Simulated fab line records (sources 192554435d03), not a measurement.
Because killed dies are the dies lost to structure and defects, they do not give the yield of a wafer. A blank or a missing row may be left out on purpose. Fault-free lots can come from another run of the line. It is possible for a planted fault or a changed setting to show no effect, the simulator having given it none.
fab line records	flow n5Finfet
record lots=24	wafers=72	lastDay=17
route steps=1938 shown BEOL_M14@1756 BEOL_M15@1784
lots with no fault: from the same line, run without faults
startH: hours from the record's opening day to when the first of the lot's shown wafers began	waitH: time in hours since the lot's previous step	" the same as in the row above	L1.1+2: one row covering several wafers at once	- either no value or no given start	* or withheld: withheld	< > ~ a bound
route shown NAME@n: a module of which the file shows steps, and the number in the route of the first	usual: the fault-free wafers' mean and standard deviation	same: alike in all rows	chamber/n: place in a boat	sites: readings site by site	_std_site: standard deviation across them	_edge_site: inner sites' mean taken away from outer sites' mean	radiusMm: for every site, how far away it sits from the centre of the wafer	mask NAME#n: copy n	behind: tool/chamber where the wafer was last shaped	hold: why the lot went on hold/how many hours it stayed there/how the hold came to an end	device: the n, p or np transistor that did not switch	end of line: the same wafers' tests at the end of the route	for a step that has no rows: nothing shown but its recipe	killed: at the first sort, the dies lost to defects and structure; wafer yield is something else	map: per-die view of a wafer (x killed, . not killed, _ where there is no die)
set.NAME: the setting as run; set.NAME@STEP: as run at that earlier step	model.NAME: the simulator's own value behind a step, which no gauge read
route steps across a sampled set of lots; one table per step, one row per wafer
services: from which hour (startH, from the record's first day; less than 0 if before it) a tool's chamber was out of use, for how many hours, and why
## steps
# step N5_BEOL_M14_STRIP_37
# recipe chemistry=O2	powerW=600	tempC=60	pressureMtorr=30	rfFrequencyHz=6e+07	biasPowerW=0	overashFraction=0.3	o2FlowSccm=225
# usual drypumpMotorCurrentA=5.5/0.38	oesProductAu=0.81/0.076	rfVppV=3.7/0.91	showerheadPlenumPTorr=2.06/0.054	tempC=60.01/0.13	throttleValvePct=16.54/0.21
# same biasPowerW=0
lot.wafer	tool	chamber	startH	waitH	drypumpMotorCurrentA	oesProductAu	rfHoursCounterH	rfVppV	showerheadPlenumPTorr	tempC	throttleValvePct
L074.2	rieDiel-01	0	262.98	2.9	5.7	0.69	239	2.6	1.98	60.02	16.77
L074.5	"	2	"	"	5.9	0.89	-	3.3	2.05	60.10	16.44
L074.6	"	1	"	"	5.7	0.81	-	2.5	2.10	60.04	16.12
L076.1	rieDiel-04	3	263.06	0.6	4.9	0.75	185	4.3	1.98	59.86	16.67
L076.4	"	2	"	"	5.5	0.81	-	4.2	2.03	60.06	16.47
L076.6	"	1	"	"	5.4	0.84	-	3.7	2.04	60.04	16.64
L075.2	rieDiel-04	3	272.43	0.3	4.9	0.75	189	4.0	1.98	60.07	16.68
L075.5	"	1	"	"	5.4	0.85	-	2.9	2.04	60.12	16.62
L075.6	"	3	"	"	4.9	0.75	-	4.2	1.98	60.00	16.69
L077.1	rieDiel-01	2	272.60	0.1	5.9	0.89	39	2.3	2.05	59.89	16.41
L077.4	"	1	"	"	5.8	0.80	92	5.2	2.10	60.07	16.14
L077.5	"	2	"	"	5.9	0.88	-	2.9	2.05	60.00	16.43
L078.1	rieDiel-04	3	286.70	5.2	4.9	0.73	194	3.0	1.98	59.91	16.68
L078.2	"	2	"	"	5.5	0.80	102	2.5	2.03	60.12	16.46
L078.3	"	0	"	"	6.1	0.99	1	2.6	2.03	60.04	16.30
L080.2	rieDiel-04	2	291.86	2.4	5.5	0.78	104	3.3	2.03	60.06	16.49
L080.4	"	3	"	"	4.9	0.74	197	2.2	1.98	59.99	16.68
L080.5	"	3	"	"	4.9	0.74	-	4.1	1.98	60.02	16.73
L079.2	rieDiel-04	3	295.17	0.2	4.9	0.74	198	5.0	1.98	60.04	16.71
L079.4	"	1	"	"	5.4	0.81	76	2.8	2.04	60.24	16.65
L079.6	"	2	"	"	5.4	0.79	-	5.7	2.03	59.86	16.49
L082.1	rieDiel-04	1	299.32	3.8	5.4	0.82	77	4.2	2.04	59.89	16.62
L082.4	"	2	"	"	5.5	0.78	107	3.8	2.03	60.13	16.44
L082.5	"	1	"	"	5.4	0.83	-	4.8	2.04	59.89	16.65
L083.1	rieDiel-03	2	302.03	0.4	5.6	0.85	73	4.4	2.11	59.79	16.14
L083.4	"	3	"	"	5.4	0.94	16	3.2	2.06	59.97	16.74
L083.5	"	1	"	"	5.1	0.82	-	3.9	2.12	60.01	16.56
L081.1	rieDiel-03	1	304.23	0.1	5.1	0.82	56	3.1	2.12	59.97	16.58
L081.4	"	0	"	"	6.3	0.67	232	4.0	2.06	60.19	16.87
L081.5	"	1	"	"	5.1	0.82	-	4.4	2.12	60.10	16.55
L084.1	rieDiel-03	3	309.30	1.1	5.4	0.92	18	3.0	2.06	60.13	16.73
L084.2	"	0	"	"	6.4	0.68	234	4.7	2.06	59.94	16.87
L084.5	"	0	"	"	6.4	0.68	-	3.7	2.06	60.05	16.85
L085.3	rieDiel-04	1	327.36	1.4	5.4	0.82	86	4.0	2.03	60.12	16.68
L085.4	"	2	"	"	5.5	0.76	116	3.3	2.03	59.74	16.49
L085.5	"	1	"	"	5.4	0.81	-	2.3	2.03	60.10	16.70
L087.1	rieDiel-03	1	331.19	0.3	5.1	0.81	65	4.5	2.12	59.99	16.58
L087.4	"	2	"	"	5.6	0.83	84	3.4	2.10	59.89	16.18
L087.6	"	2	"	"	5.6	0.84	-	2.8	2.10	59.90	16.16
L086.3	rieDiel-03	0	331.55	0.2	6.4	0.68	242	2.3	2.05	59.95	16.88
L086.4	"	1	"	"	5.1	0.83	66	4.4	2.12	59.88	16.59
L086.6	"	0	"	"	6.4	0.68	-	2.9	2.05	59.80	16.87
L089.2	rieDiel-03	1	340.39	0.0	5.1	0.80	69	4.2	2.12	60.01	16.64
L089.4	"	0	"	"	6.4	0.68	245	3.5	2.05	60.01	16.85
L089.6	"	3	"	"	5.4	0.91	-	3.5	2.06	59.78	16.78
L090.2	rieDiel-03	2	357.48	6.2	5.6	0.83	92	2.8	2.10	60.12	16.17
L090.3	"	1	"	"	5.1	0.79	74	4.1	2.12	60.17	16.61
L090.6	"	1	"	"	5.1	0.79	-	3.4	2.12	60.01	16.56
L088.1	rieDiel-03	2	357.64	5.2	5.6	0.84	92	2.9	2.10	59.87	16.19
L088.4	"	3	"	"	5.4	0.89	-	3.7	2.06	60.20	16.80
L088.5	"	2	"	"	5.6	0.83	-	3.7	2.10	59.88	16.20
L091.1	rieDiel-04	0	357.83	5.2	6.1	0.93	24	3.7	2.03	59.99	16.34
L091.3	"	1	"	"	5.4	0.81	96	4.9	2.03	60.13	16.73
L091.6	"	1	"	"	5.4	0.80	-	3.2	2.03	60.00	16.72
L092.2	rieDiel-01	1	362.83	1.8	5.8	0.78	126	3.7	2.09	60.01	16.20
L092.4	"	0	"	"	5.8	0.91	-	4.3	2.23	59.94	16.38
L092.5	"	2	"	"	5.9	0.84	-	3.1	2.04	60.08	16.49
L093.2	rieDiel-04	2	376.98	1.4	5.5	0.77	132	2.9	2.02	60.03	16.58
L093.3	"	1	"	"	5.4	0.79	106	4.3	2.03	60.10	16.76
L093.5	"	0	"	"	6.0	0.90	-	3.1	2.02	59.97	16.37
L095.1	rieDiel-04	3	379.36	1.4	4.9	0.70	228	4.6	1.97	60.05	16.75
L095.3	"	1	"	"	5.4	0.80	107	1.9	2.03	59.86	16.72
L095.6	"	1	"	"	5.4	0.79	-	6.0	2.03	59.92	16.69
L096.2	rieDiel-04	2	382.57	0.3	5.5	0.75	135	3.2	2.02	59.79	16.54
L096.3	"	0	"	"	6.0	0.90	36	3.4	2.02	59.84	16.35
L096.5	"	1	"	"	5.4	0.80	-	3.3	2.03	60.07	16.74
L094.1	rieDiel-01	0	386.64	0.1	5.7	0.88	34	4.6	2.22	60.21	16.40
L094.4	"	2	"	"	5.9	0.81	88	3.2	2.03	59.97	16.51
L094.5	"	3	"	"	5.4	0.97	-	3.6	2.16	60.12	16.39
L097.1	rieDiel-01	3	390.75	1.5	5.3	0.96	3	3.3	2.16	60.08	16.42
L097.2	"	2	"	"	5.9	0.81	90	4.3	2.03	60.15	16.51
L097.3	"	1	"	"	5.7	0.76	142	5.8	2.08	59.81	16.23
# step N5_BEOL_M14_RS_MEAS_54
# recipe thkMeasGauge=four-point-probe	reads=Cu_of_BEOL_M14_ECD_47+Ta_of_BEOL_M14_SPUTTER_44+TaN_of_BEOL_M14_SPUTTER_43
# usual M14_RS=0.0331/0.0008
lot.wafer	tool	chamber	startH	waitH	M14_RS[ohm/sq]
L074.2	filmMetro-02	-	264.94	0.1	0.0333
L074.5	"	-	"	"	0.0335
L074.6	"	-	"	"	0.0318
L076.1	filmMetro-01	-	265.43	0.0	0.0331
L076.4	"	-	"	"	0.0351
L076.6	"	-	"	"	0.0331
L075.2	filmMetro-01	-	273.95	0.1	0.0348
L075.5	"	-	"	"	0.0332
L075.6	"	-	"	"	0.0346
L077.1	filmMetro-02	-	274.13	0.0	0.0334
L077.4	"	-	"	"	0.0320
L077.5	"	-	"	"	0.0323
L078.1	filmMetro-01	-	288.62	0.0	0.0335
L078.2	"	-	"	"	0.0326
L078.3	"	-	"	"	0.0337
L080.2	filmMetro-02	-	293.57	0.1	0.0332
L080.4	"	-	"	"	0.0327
L080.5	"	-	"	"	0.0327
L079.2	filmMetro-01	-	297.02	0.1	0.0331
L079.4	"	-	"	"	0.0332
L079.6	"	-	"	"	0.0327
L082.1	filmMetro-02	-	301.50	0.0	0.0333
L082.4	"	-	"	"	0.0318
L082.5	"	-	"	"	0.0317
L083.1	filmMetro-01	-	303.96	0.0	0.0330
L083.4	"	-	"	"	0.0319
L083.5	"	-	"	"	0.0333
L081.1	filmMetro-01	-	306.11	0.0	0.0333
L081.4	"	-	"	"	0.0323
L081.5	"	-	"	"	0.0334
L084.1	filmMetro-02	-	311.53	0.0	0.0330
L084.2	"	-	"	"	0.0330
L084.5	"	-	"	"	0.0331
L085.3	filmMetro-02	-	329.38	0.1	0.0333
L085.4	"	-	"	"	0.0325
L085.5	"	-	"	"	0.0335
L087.1	filmMetro-02	-	333.01	0.0	0.0336
L087.4	"	-	"	"	0.0336
L087.6	"	-	"	"	0.0337
L086.3	filmMetro-02	-	333.33	0.1	0.0333
L086.4	"	-	"	"	0.0320
L086.6	"	-	"	"	0.0334
L089.2	filmMetro-02	-	341.99	0.1	0.0326
L089.4	"	-	"	"	0.0337
L089.6	"	-	"	"	0.0337
L090.2	filmMetro-02	-	359.32	0.1	0.0351
L090.3	"	-	"	"	0.0331
L090.6	"	-	"	"	0.0349
L088.1	filmMetro-01	-	359.69	0.0	0.0334
L088.4	"	-	"	"	0.0330
L088.5	"	-	"	"	0.0330
L091.1	filmMetro-01	-	360.47	0.0	0.0331
L091.3	"	-	"	"	0.0319
L091.6	"	-	"	"	0.0324
L092.2	filmMetro-01	-	364.78	0.1	0.0321
L092.4	"	-	"	"	0.0322
L092.5	"	-	"	"	0.0317
L093.2	filmMetro-01	-	379.04	0.1	0.0332
L093.3	"	-	"	"	0.0334
L093.5	"	-	"	"	0.0334
L095.1	filmMetro-02	-	381.25	0.0	0.0336
L095.3	"	-	"	"	0.0326
L095.6	"	-	"	"	0.0327
L096.2	filmMetro-02	-	384.27	0.1	0.0325
L096.3	"	-	"	"	0.0323
L096.5	"	-	"	"	0.0322
L094.1	filmMetro-02	-	388.48	0.0	0.0332
L094.4	"	-	"	"	0.0331
L094.5	"	-	"	"	0.0329
L097.1	filmMetro-01	-	392.50	0.0	0.0334
L097.2	"	-	"	"	0.0351
L097.3	"	-	"	"	0.0330
# step N5_BEOL_M15_OVL_MEAS_11
# recipe pointsPerWafer=44
# usual V14_OVL=-1/5.3
lot.wafer	tool	chamber	startH	waitH	V14_OVL[nm]
L074.2	overlay-02	0	265.82	0.0	-2
L074.5	"	0	"	"	-5
L074.6	"	0	"	"	-5
L076.1	overlay-02	0	266.20	0.0	-3
L076.4	"	0	"	"	-3
L076.6	"	0	"	"	-12
L075.2	overlay-02	0	274.73	0.0	5
L075.5	"	0	"	"	9
L075.6	"	0	"	"	4
L077.1	overlay-02	0	274.90	0.0	1
L077.4	"	0	"	"	-5
L077.5	"	0	"	"	2
L078.1	overlay-02	0	289.29	0.0	3
L078.2	"	0	"	"	-1
L078.3	"	0	"	"	6
L080.2	overlay-02	0	294.25	0.0	-7
L080.4	"	0	"	"	0
L080.5	"	0	"	"	0
L079.2	overlay-02	0	297.67	0.0	-1
L079.4	"	0	"	"	-2
L079.6	"	0	"	"	-1
L082.1	overlay-02	0	302.17	0.0	-8
L082.4	"	0	"	"	-6
L082.5	"	0	"	"	-13
L083.1	overlay-02	0	304.61	0.0	6
L083.4	"	0	"	"	5
L083.5	"	0	"	"	-5
L081.1	overlay-01	0	306.76	0.0	-12
L081.4	"	0	"	"	-4
L081.5	"	0	"	"	-3
L084.1	overlay-02	0	312.18	0.0	5
L084.2	"	0	"	"	9
L084.5	"	0	"	"	11
L085.3	overlay-02	0	330.15	0.0	-5
L085.4	"	0	"	"	-3
L085.5	"	0	"	"	3
L087.1	overlay-01	0	333.78	0.0	-4
L087.4	"	0	"	"	5
L087.6	"	0	"	"	-3
L086.3	overlay-02	0	334.10	0.0	-9
L086.4	"	0	"	"	-12
L086.6	"	0	"	"	-9
L089.2	overlay-02	0	342.76	0.0	0
L089.4	"	0	"	"	4
L089.6	"	0	"	"	-7
L090.2	overlay-02	0	359.97	0.0	-1
L090.3	"	0	"	"	2
L090.6	"	0	"	"	5
L088.1	overlay-01	0	360.47	0.0	5
L088.4	"	0	"	"	2
L088.5	"	0	"	"	-1
L091.1	overlay-01	0	361.24	0.0	8
L091.3	"	0	"	"	-1
L091.6	"	0	"	"	0
L092.2	overlay-02	0	365.43	0.0	-4
L092.4	"	0	"	"	-3
L092.5	"	0	"	"	-3
L093.2	overlay-02	0	379.81	0.0	0
L093.3	"	0	"	"	-1
L093.5	"	0	"	"	-17
L095.1	overlay-01	0	382.02	0.0	3
L095.3	"	0	"	"	-2
L095.6	"	0	"	"	-5
L096.2	overlay-02	0	384.92	0.0	1
L096.3	"	0	"	"	-6
L096.5	"	0	"	"	3
L094.1	overlay-01	0	389.25	0.0	-10
L094.4	"	0	"	"	-6
L094.5	"	0	"	"	-13
L097.1	overlay-02	0	393.15	0.0	6
L097.2	"	0	"	"	-2
L097.3	"	0	"	"	0
# step N5_BEOL_M15_CD_MEAS_17
# recipe targetCdNm=360	polarity=opening
# usual cdNm=362.0/2.7
lot.wafer	tool	chamber	startH	waitH	cdNm
L074.2	cdSem-01	-	266.38	0.0	361.3
L074.5	"	-	"	"	367.3
L074.6	"	-	"	"	364.7
L076.1	cdSem-03	-	266.78	0.0	363.9
L076.4	"	-	"	"	358.8
L076.6	"	-	"	"	359.9
L075.2	cdSem-02	-	275.28	0.0	362.0
L075.5	"	-	"	"	366.0
L075.6	"	-	"	"	363.5
L077.1	cdSem-01	-	275.46	0.0	366.5
L077.4	"	-	"	"	367.1
L077.5	"	-	"	"	365.7
L078.1	cdSem-02	-	289.85	0.0	367.5
L078.2	"	-	"	"	363.9
L078.3	"	-	"	"	364.5
L080.2	cdSem-02	-	294.90	0.0	357.5
L080.4	"	-	"	"	362.5
L080.5	"	-	"	"	360.5
L079.2	cdSem-03	-	298.32	0.0	366.7
L079.4	"	-	"	"	362.3
L079.6	"	-	"	"	362.0
L082.1	cdSem-02	-	303.18	0.0	359.9
L082.4	"	-	"	"	362.0
L082.5	"	-	"	"	363.7
L083.1	cdSem-03	-	305.17	0.0	361.1
L083.4	"	-	"	"	361.2
L083.5	"	-	"	"	363.2
L081.1	cdSem-03	-	307.32	0.0	360.8
L081.4	"	-	"	"	357.4
L081.5	"	-	"	"	358.7
L084.1	cdSem-01	-	312.74	0.0	361.5
L084.2	"	-	"	"	366.0
L084.5	"	-	"	"	362.9
L085.3	cdSem-03	-	330.79	0.0	360.3
L085.4	"	-	"	"	361.1
L085.5	"	-	"	"	356.7
L087.1	cdSem-02	-	334.34	0.0	359.3
L087.4	"	-	"	"	359.5
L087.6	"	-	"	"	363.7
L086.3	cdSem-01	-	334.66	0.0	360.2
L086.4	"	-	"	"	361.5
L086.6	"	-	"	"	360.6
L089.2	cdSem-01	-	343.31	0.0	362.1
L089.4	"	-	"	"	360.0
L089.6	"	-	"	"	367.3
L090.2	cdSem-01	-	360.57	0.0	359.5
L090.3	"	-	"	"	362.5
L090.6	"	-	"	"	363.0
L088.1	cdSem-03	-	361.06	0.0	358.0
L088.4	"	-	"	"	363.8
L088.5	"	-	"	"	357.0
L091.1	cdSem-01	-	362.36	0.0	360.7
L091.3	"	-	"	"	361.1
L091.6	"	-	"	"	362.5
L092.2	cdSem-03	-	366.14	0.0	361.5
L092.4	"	-	"	"	362.2
L092.5	"	-	"	"	364.4
L093.2	cdSem-01	-	380.37	0.0	358.3
L093.3	"	-	"	"	360.4
L093.5	"	-	"	"	363.2
L095.1	cdSem-01	-	382.60	0.0	360.3
L095.3	"	-	"	"	363.5
L095.6	"	-	"	"	363.5
L096.2	cdSem-01	-	385.51	0.0	361.9
L096.3	"	-	"	"	361.5
L096.5	"	-	"	"	362.5
L094.1	cdSem-01	-	389.81	0.0	362.7
L094.4	"	-	"	"	362.0
L094.5	"	-	"	"	362.4
L097.1	cdSem-03	-	393.71	0.0	364.4
L097.2	"	-	"	"	362.2
L097.3	"	-	"	"	360.9
# step N5_BEOL_M15_STRIP_36
# recipe chemistry=O2	powerW=600	tempC=60	pressureMtorr=30	rfFrequencyHz=6e+07	biasPowerW=0	overashFraction=0.3	o2FlowSccm=225
# usual drypumpMotorCurrentA=5.9/0.36	oesProductAu=0.79/0.088	rfVppV=3.6/0.98	showerheadPlenumPTorr=2.09/0.092	tempC=59.98/0.12	throttleValvePct=16.64/0.28
# same biasPowerW=0
lot.wafer	tool	chamber	startH	waitH	drypumpMotorCurrentA	oesProductAu	rfHoursCounterH	rfVppV	showerheadPlenumPTorr	tempC	throttleValvePct
L074.2	rieDiel-06	3	271.06	1.9	6.5	0.87	39	5.3	2.06	59.92	16.23
L074.5	"	3	"	"	6.4	0.86	-	3.2	2.06	59.93	16.20
L074.6	"	1	"	"	5.8	0.71	-	3.7	1.98	60.07	17.04
L076.1	rieDiel-05	2	271.10	0.9	6.0	0.71	162	5.0	1.92	60.08	16.42
L076.4	"	1	"	"	5.5	0.70	-	3.1	2.02	60.02	17.44
L076.6	"	3	"	"	5.9	0.76	-	3.5	2.15	59.92	16.93
L075.2	rieDiel-05	1	276.68	0.2	5.5	0.69	236	3.5	2.02	59.97	17.44
L075.5	"	1	"	"	5.5	0.70	-	4.2	2.02	59.85	17.41
L075.6	"	2	"	"	6.0	0.73	-	3.3	1.92	59.93	16.39
L077.1	rieDiel-06	1	278.22	1.5	5.7	0.70	248	3.9	1.98	59.90	17.04
L077.4	"	0	"	"	6.3	0.83	78	3.0	2.13	60.16	16.72
L077.5	"	1	"	"	5.7	0.69	-	4.0	1.98	59.93	17.05
L078.1	rieDiel-05	3	291.66	0.6	5.9	0.75	185	3.9	2.15	59.91	16.87
L078.2	"	1	"	"	5.5	0.69	240	4.4	2.02	60.02	17.42
L078.3	"	0	"	"	5.5	0.84	85	4.1	2.04	60.06	16.34
L080.2	rieDiel-02	0	296.66	0.1	5.2	0.73	186	3.7	2.09	60.08	16.77
L080.4	"	1	"	"	6.0	0.66	-	4.2	2.00	60.03	16.88
L080.5	"	0	"	"	5.3	0.73	-	5.1	2.09	59.87	16.78
L079.2	rieDiel-06	0	302.58	2.7	6.3	0.84	88	1.6	2.13	59.98	16.78
L079.4	"	2	"	"	5.6	0.75	-	3.2	2.16	59.81	16.47
L079.6	"	3	"	"	6.5	0.86	-	2.8	2.06	59.82	16.23
L082.1	rieDiel-02	2	307.24	2.3	5.7	0.82	79	3.4	2.19	59.99	16.63
L082.4	"	3	"	"	6.2	0.79	117	3.1	2.00	60.12	16.39
L082.5	"	3	"	"	6.2	0.78	-	4.7	2.00	60.23	16.38
L083.1	rieDiel-06	2	307.28	0.9	5.6	0.72	190	3.4	2.16	60.07	16.49
L083.4	"	3	"	"	6.5	0.85	54	3.3	2.06	59.81	16.26
L083.5	"	0	"	"	6.3	0.84	-	3.4	2.13	59.76	16.80
L081.1	rieDiel-06	0	309.83	1.1	6.3	0.84	91	3.4	2.13	60.06	16.74
L081.4	"	3	"	"	6.5	0.85	-	4.1	2.06	60.06	16.27
L081.5	"	1	"	"	5.8	1.01	-	2.6	2.24	60.13	16.47
L084.1	rieDiel-02	3	316.82	1.3	6.2	0.79	120	5.1	2.00	60.07	16.39
L084.2	"	0	"	"	5.3	0.71	195	2.7	2.08	59.88	16.78
L084.5	"	0	"	"	5.2	0.72	-	2.4	2.08	59.95	16.75
L085.3	rieDiel-05	2	335.91	3.8	6.0	0.71	182	3.8	1.91	59.92	16.42
L085.4	"	3	"	"	5.9	0.74	-	4.3	2.14	60.14	16.95
L085.5	"	0	"	"	5.5	0.82	-	4.3	2.04	59.94	16.34
L087.1	rieDiel-02	1	336.39	0.8	6.0	0.65	250	3.4	2.00	60.26	16.93
L087.4	"	3	"	"	6.2	0.78	126	4.0	2.00	60.04	16.43
L087.6	"	0	"	"	5.3	0.72	-	3.4	2.08	59.98	16.82
L086.3	rieDiel-06	0	336.40	0.2	6.3	0.81	99	2.6	2.13	60.00	16.80
L086.4	"	3	"	"	6.4	0.84	63	3.3	2.06	59.89	16.27
L086.6	"	0	"	"	6.3	0.82	-	5.4	2.12	59.92	16.80
L089.2	rieDiel-05	3	346.86	2.3	5.9	0.73	202	3.6	2.14	60.11	16.96
L089.4	"	2	"	"	6.0	0.72	-	3.4	1.91	60.06	16.42
L089.6	"	3	"	"	6.0	0.73	-	3.0	2.14	60.05	16.98
L090.2	rieDiel-06	1	362.52	0.3	5.7	0.95	19	2.8	2.23	59.91	16.56
L090.3	"	0	"	"	6.3	0.82	107	3.1	2.12	59.97	16.83
L090.6	"	3	"	"	6.4	0.84	-	4.4	2.05	60.36	16.29
L088.1	rieDiel-06	3	362.77	0.3	6.5	0.83	70	2.8	2.05	60.06	16.28
L088.4	"	0	"	"	6.3	0.80	107	3.3	2.12	59.90	16.86
L088.5	"	0	"	"	6.3	0.83	-	4.9	2.12	60.05	16.79
L091.1	rieDiel-02	2	365.87	2.2	5.7	0.81	98	2.3	2.18	60.12	16.63
L091.3	"	1	"	"	6.0	0.97	3	2.7	2.26	59.97	16.52
L091.6	"	3	"	"	6.2	0.79	-	2.5	1.99	60.22	16.42
L092.2	rieDiel-06	0	368.33	1.0	6.3	0.81	108	3.4	2.12	59.96	16.81
L092.4	"	3	"	"	6.3	0.82	72	1.8	2.05	60.02	16.27
L092.5	"	0	"	"	6.3	0.81	-	3.8	2.12	59.90	16.81
L093.2	rieDiel-06	2	381.98	0.4	5.6	0.72	209	3.8	2.15	60.02	16.50
L093.3	"	0	"	"	6.3	0.81	113	3.1	2.12	59.82	16.86
L093.5	"	0	"	"	6.3	0.82	-	3.6	2.12	59.96	16.84
L095.1	rieDiel-06	1	384.02	0.1	5.7	0.95	25	3.1	2.23	60.05	16.54
L095.3	"	2	"	"	5.6	0.71	210	3.9	2.15	59.88	16.51
L095.6	"	1	"	"	5.8	0.95	-	4.0	2.23	60.01	16.52
L096.2	rieDiel-06	2	386.80	0.0	5.6	0.72	211	4.3	2.15	60.04	16.54
L096.3	"	1	"	"	5.8	0.94	27	3.0	2.23	59.96	16.57
L096.5	"	1	"	"	5.8	0.93	-	4.0	2.23	60.11	16.56
L094.1	rieDiel-06	1	391.26	0.0	5.8	0.95	28	2.7	2.23	60.25	16.54
L094.4	"	3	"	"	6.5	0.82	79	2.9	2.05	59.86	16.32
L094.5	"	3	"	"	6.5	0.81	-	2.4	2.05	59.87	16.29
L097.1	rieDiel-05	0	396.03	1.0	5.5	0.81	112	2.2	2.03	59.62	16.38
L097.2	"	3	"	"	5.9	0.70	220	2.6	2.13	59.92	16.99
L097.3	"	1	"	"	5.5	0.93	16	4.6	2.28	59.96	16.95
# step N5_BEOL_M15_DEP_53
# recipe material=SiCN	targetThkA=500	tempC=withheld	precursor=3MS/NH3	pressureTorr=3	rfW=675	timeS=17.8
# usual showerheadPlenumPTorr=4.16/0.031	throttleValvePct=17.8/1.2
lot.wafer	tool	chamber	startH	waitH	showerheadPlenumPTorr	throttleValvePct
L074.2	pecvd-02	2	273.07	0.0	4.10	17.6
L074.5	"	1	"	"	4.16	17.5
L074.6	"	0	"	"	4.17	19.2
L076.1	pecvd-02	2	273.46	0.0	4.11	17.3
L076.4	"	0	"	"	4.17	19.1
L076.6	"	1	"	"	4.15	18.3
L075.2	pecvd-03	0	278.53	0.0	4.20	17.7
L075.5	"	0	"	"	4.20	17.8
L075.6	"	2	"	"	4.16	17.2
L077.1	pecvd-04	0	281.68	0.0	4.12	20.4
L077.4	"	2	"	"	4.12	17.6
L077.5	"	1	"	"	4.20	17.9
L078.1	pecvd-04	1	293.46	0.0	4.21	17.8
L078.2	"	2	"	"	4.12	17.7
L078.3	"	0	"	"	4.13	20.6
L080.2	pecvd-03	0	298.94	0.0	4.19	17.7
L080.4	"	1	"	"	4.18	16.7
L080.5	"	0	"	"	4.20	17.7
L079.2	pecvd-03	2	305.16	0.0	4.17	17.1
L079.4	"	0	"	"	4.19	17.5
L079.6	"	1	"	"	4.18	16.3
L082.1	pecvd-02	0	309.45	0.0	4.17	19.5
L082.4	"	2	"	"	4.10	17.5
L082.5	"	0	"	"	4.16	19.3
L083.1	pecvd-03	1	309.79	0.0	4.17	16.3
L083.4	"	0	"	"	4.20	17.7
L083.5	"	2	"	"	4.17	17.0
L081.1	pecvd-02	0	312.02	0.0	4.16	19.4
L081.4	"	0	"	"	4.16	19.1
L081.5	"	1	"	"	4.15	18.1
L084.1	pecvd-03	1	318.70	0.0	4.17	16.4
L084.2	"	0	"	"	4.19	17.6
L084.5	"	2	"	"	4.16	17.0
L085.3	pecvd-04	0	337.74	0.0	4.12	20.3
L085.4	"	2	"	"	4.13	17.7
L085.5	"	0	"	"	4.13	20.5
L086.3	pecvd-02	2	338.38	0.0	4.09	17.6
L086.4	"	0	"	"	4.16	19.3
L086.6	"	1	"	"	4.16	17.7
L087.1	pecvd-03	2	338.68	0.0	4.16	17.2
L087.4	"	1	"	"	4.18	16.5
L087.6	"	0	"	"	4.19	17.9
L089.2	pecvd-04	2	348.63	0.0	4.13	18.0
L089.4	"	0	"	"	4.13	20.5
L089.6	"	1	"	"	4.21	17.9
L090.2	pecvd-03	1	364.34	0.0	4.17	16.3
L090.3	"	1	"	"	4.17	16.4
L090.6	"	2	"	"	4.17	17.5
L088.1	pecvd-04	0	364.99	0.0	4.14	20.5
L088.4	"	1	"	"	4.21	17.7
L088.5	"	0	"	"	4.14	20.6
L091.1	pecvd-03	2	367.78	0.0	4.16	17.0
L091.3	"	1	"	"	4.17	16.4
L091.6	"	2	"	"	4.16	17.0
L092.2	pecvd-04	2	370.20	0.0	4.14	17.7
L092.4	"	0	"	"	4.11	20.5
L092.5	"	1	"	"	4.22	17.8
L093.2	pecvd-03	1	384.03	0.0	4.17	16.4
L093.3	"	0	"	"	4.20	17.6
L093.5	"	0	"	"	4.19	17.6
L095.1	pecvd-03	2	385.91	0.0	4.16	17.2
L095.3	"	1	"	"	4.16	16.4
L095.6	"	0	"	"	4.20	17.4
L096.2	pecvd-03	1	388.99	0.0	4.17	16.3
L096.3	"	2	"	"	4.17	17.1
L096.5	"	1	"	"	4.18	16.3
L094.1	pecvd-04	2	393.43	0.0	4.13	17.7
L094.4	"	2	"	"	4.13	18.0
L094.5	"	0	"	"	4.14	20.4
L097.1	pecvd-04	1	397.88	0.0	4.21	18.0
L097.2	"	2	"	"	4.14	17.7
L097.3	"	0	"	"	4.14	20.3
## services
tool	chamber	startH	hours	kind
rieDiel-02	-	257.21	15.6	pm
rieDiel-05	0	261.54	19.9	repair
pecvd-03	0	262.05	7.4	repair
rieDiel-06	2	264.89	6.7	repair
pecvd-03	2	266.43	2.0	repair
rieDiel-02	0	278.05	4.4	repair
rieDiel-06	1	287.76	-	clean
rieDiel-06	1	287.76	-	consumableReplace:focusRing
rieDiel-06	1	287.76	-	consumableReplace:showerhead
rieDiel-05	-	298.29	4.3	pm
pecvd-04	-	303.32	1.0	repair
rieDiel-06	2	307.35	1.8	repair
rieDiel-06	2	309.34	9.4	repair
pecvd-04	-	319.57	2.8	pm
pecvd-03	-	341.62	1.6	repair
rieDiel-02	3	348.17	1.7	repair
rieDiel-06	3	351.73	3.7	repair
rieDiel-03	1	362.98	15.7	repair
pecvd-03	0	363.38	14.3	repair
rieDiel-05	0	365.05	20.0	repair
rieDiel-06	0	370.50	2.6	repair
pecvd-04	-	373.74	0.6	repair
rieDiel-03	-	375.35	15.6	pm
rieDiel-01	-	394.24	10.0	pm
## key
fault none
